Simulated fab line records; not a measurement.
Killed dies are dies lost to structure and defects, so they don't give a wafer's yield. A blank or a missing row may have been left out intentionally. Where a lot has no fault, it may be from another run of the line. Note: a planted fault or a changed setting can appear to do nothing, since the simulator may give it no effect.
Lot-split experiment -- flow n5_finfet -- 21 wafers read across 7 lots, on a route 1938 steps long

## ON THE SPLIT
At N5_BEOL_M2_TRENCH_ETCH_37 (etches SiOC in C4F6/O2, target depth 55.555 nm, time 29.2 s), the setting source_w was moved away from the recipe's 355 W on 6 of the 21 wafers read, by -15.8% to +11.1%. The other wafers ran this setting at the recipe's value.

The split's own step is where the reading is taken.

## THE READING
rf_vpp_V, in V, at N5_BEOL_M2_TRENCH_ETCH_37 (etches SiOC in C4F6/O2, target depth 55.555 nm, time 29.2 s). Fault-free wafers of this fab line usually give 667 V, standard deviation 12 V.

wafer,"tool, chamber at the split","source_w as run, W",against the recipe,"rf_vpp_V, V",against lot-mates on the recipe
L078.2,"rie_diel-05, 3",355,recipe,676,-
L078.3,"rie_diel-05, 1",335.7,-5.4%,683,+14
L078.5,"rie_diel-05, 1",355,recipe,663,-
L085.1,"rie_diel-06, 1",355,recipe,660,-
L085.4,"rie_diel-06, 2",336.8,-5.1%,675,+14
L085.5,"rie_diel-06, 1",355,recipe,661,-
L086.1,"rie_diel-03, 0",355,recipe,664,-
L086.5,"rie_diel-03, 3",355,recipe,671,-
L086.6,"rie_diel-03, 2",394.4,+11.1%,627,-40
L092.1,"rie_diel-03, 0",355,recipe,662,-
L092.4,"rie_diel-03, 3",305.8,-13.9%,725,+63
L092.6,"rie_diel-03, 3",305.8,-13.9%,723,+61
L093.2,"rie_diel-06, 0",355,recipe,684,-
L093.4,"rie_diel-06, 1",355,recipe,661,-
L093.6,"rie_diel-06, 2",355,recipe,654,-
L094.2,"rie_diel-06, 3",355,recipe,664,-
L094.3,"rie_diel-06, 0",298.8,-15.8%,747,+87
L094.6,"rie_diel-06, 2",355,recipe,656,-
L096.1,"rie_diel-06, 2",355,recipe,654,-
L096.2,"rie_diel-06, 1",355,recipe,662,-
L096.3,"rie_diel-06, 3",355,recipe,665,-

THE FIT
A straight line over all 21 wafers: rf_vpp_V changes by -4.34 V for each +1% of source_w; r = -0.95; the points scatter about the line by 8.5 V.
The same after taking each lot's own level away (the mean of its wafers on the recipe; 21 wafers): -4.53 V for each +1%; r = -0.96; scatter 8 V.
On that fit, the largest move of source_w shifts the reading by 72 V.
The span of the lots' own levels, 660.0 to 669.5 V, comes to 0.8 times the standard deviation stated above.
Hence the lot-to-lot level has little effect on the slope; both slopes agree.
Check: with one of the wafers moved furthest among these (-15.8%) left out of the fit, the line predicts +65.1 V for it against its lot-mates. It came out at +87 V against them.
Tool readings at the split's step, against how far the setting was moved: rf_vpp_V r = -0.95.

## ADDITIONAL SPLITS CARRIED BY THESE WAFERS
Before the reading, these wafers also passed through other splits. Each is held against what the fit with the lots' levels taken away leaves over:
other split on the same wafers,wafers away from the commonest value,r with rf_vpp_V (lot level and that fit taken away)
N5_BEOL_M1_COAT_73 spin_rpm,6,+0.23
N5_BEOL_M1_ETCH_64 bias_w,7,-0.14
N5_BEOL_M1_COAT_76 spin_rpm,9,-0.17
N5_BEOL_M2_COAT_76 spin_rpm,6,-0.14
N5_BEOL_M2_ETCH_69 bias_w,5,+0.06

## FILE'S OWN FIT
rf_vpp_V changes by -4.54 V for each +1% of source_w, r = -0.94.
